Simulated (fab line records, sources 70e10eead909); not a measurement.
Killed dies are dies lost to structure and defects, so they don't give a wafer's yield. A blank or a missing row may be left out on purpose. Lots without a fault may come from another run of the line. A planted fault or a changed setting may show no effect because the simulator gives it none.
Chamber matching | flow nand_harc | NHARC_P_M0_STRIP_18 on rie_diel-09: 4 sister chambers
The step strips in N2/H2. 24 wafers are shown with their chamber, then 12 later ones without.

WAFERS WITH THEIR CHAMBER
wafer  | chamber | drypump_motor_current_A (A) | showerhead_plenum_p_Torr (Torr) | oes_product_au (a.u.)
L074.2 | 3       | 5.5                         | 1.89                            | 0.988
L074.5 | 0       | 5.2                         | 2.01                            | 1.012
L074.6 | 1       | 6.0                         | 1.91                            | 0.990
L077.1 | 0       | 5.2                         | 2.01                            | 0.999
L077.2 | 2       | 4.7                         | 1.94                            | 0.989
L077.3 | 1       | 6.0                         | 1.91                            | 1.000
L079.2 | 2       | 4.6                         | 1.93                            | 0.993
L079.4 | 1       | 6.0                         | 1.91                            | 1.007
L079.5 | 1       | 6.0                         | 1.91                            | 1.005
L082.1 | 3       | 5.6                         | 1.89                            | 0.998
L082.2 | 1       | 6.0                         | 1.91                            | 1.001
L082.6 | 0       | 5.2                         | 2.01                            | 0.989
L084.2 | 2       | 4.6                         | 1.93                            | 0.997
L084.4 | 3       | 5.6                         | 1.89                            | 0.993
L084.6 | 2       | 4.7                         | 1.93                            | 0.993
L085.3 | 1       | 6.0                         | 1.91                            | 1.002
L085.5 | 0       | 5.2                         | 2.00                            | 0.996
L085.6 | 1       | 6.0                         | 1.91                            | 1.001
L086.2 | 1       | 6.0                         | 1.91                            | 0.992
L086.3 | 3       | 5.6                         | 1.88                            | 0.996
L086.5 | 0       | 5.2                         | 2.00                            | 0.990
L089.1 | 0       | 5.2                         | 2.00                            | 1.002
L089.5 | 0       | 5.2                         | 2.00                            | 1.003
L089.6 | 1       | 6.0                         | 1.90                            | 0.997

SIGNATURES (means of the wafers above)
reading                  | chamber 0 | chamber 1 | chamber 2 | chamber 3 | scatter within a chamber
drypump_motor_current_A  | 5.200     | 6.000     | 4.650     | 5.575     | 0.0296
showerhead_plenum_p_Torr | 2.0043    | 1.9089    | 1.9325    | 1.8875    | 0.00453
oes_product_au           | 0.99871   | 0.99944   | 0.99300   | 0.99375   | 0.00601
Rule: a wafer's distance from a chamber is the root of the sum, over the readings, of the square of ((its reading less the chamber's mean) divided by the reading's scatter). The wafer belongs to the nearest chamber; if the next one is less than 2 further off, it can't be placed. The scatter: the root of (the sum of the squares of (reading less its chamber's mean) over the shown wafers, divided by (wafers less chambers)).

WAFERS WITHOUT THEIR CHAMBER
wafer  | drypump_motor_current_A (A) | showerhead_plenum_p_Torr (Torr) | oes_product_au (a.u.)
L090.2 | 5.2                         | 2.00                            | 1.008
L090.3 | 5.6                         | 1.88                            | 0.988
L090.6 | 5.6                         | 1.88                            | 1.002
L091.1 | 5.6                         | 1.88                            | 0.988
L091.4 | 4.7                         | 1.93                            | 0.998
L091.5 | 6.0                         | 1.90                            | 0.998
L092.1 | 5.2                         | 2.00                            | 1.014
L092.3 | 5.5                         | 1.88                            | 1.001
L092.5 | 6.0                         | 1.90                            | 1.008
L093.3 | 6.0                         | 1.90                            | 0.998
L093.5 | 5.2                         | 2.00                            | 1.003
L093.6 | 6.0                         | 1.90                            | 1.006

WHICH CHAMBER EACH WENT THROUGH
wafer  | from the rows above | in truth
L090.2 | 0                   | 0
L090.3 | 3                   | 3
L090.6 | 3                   | 3
L091.1 | 3                   | 3
L091.4 | 2                   | 2
L091.5 | 1                   | 1
L092.1 | 0                   | 0
L092.3 | 3                   | 3
L092.5 | 1                   | 1
L093.3 | 1                   | 1
L093.5 | 0                   | 0
L093.6 | 1                   | 1
Placed correctly: 12 of 12. Can't be placed from these rows: 0. Placed wrongly: 0.
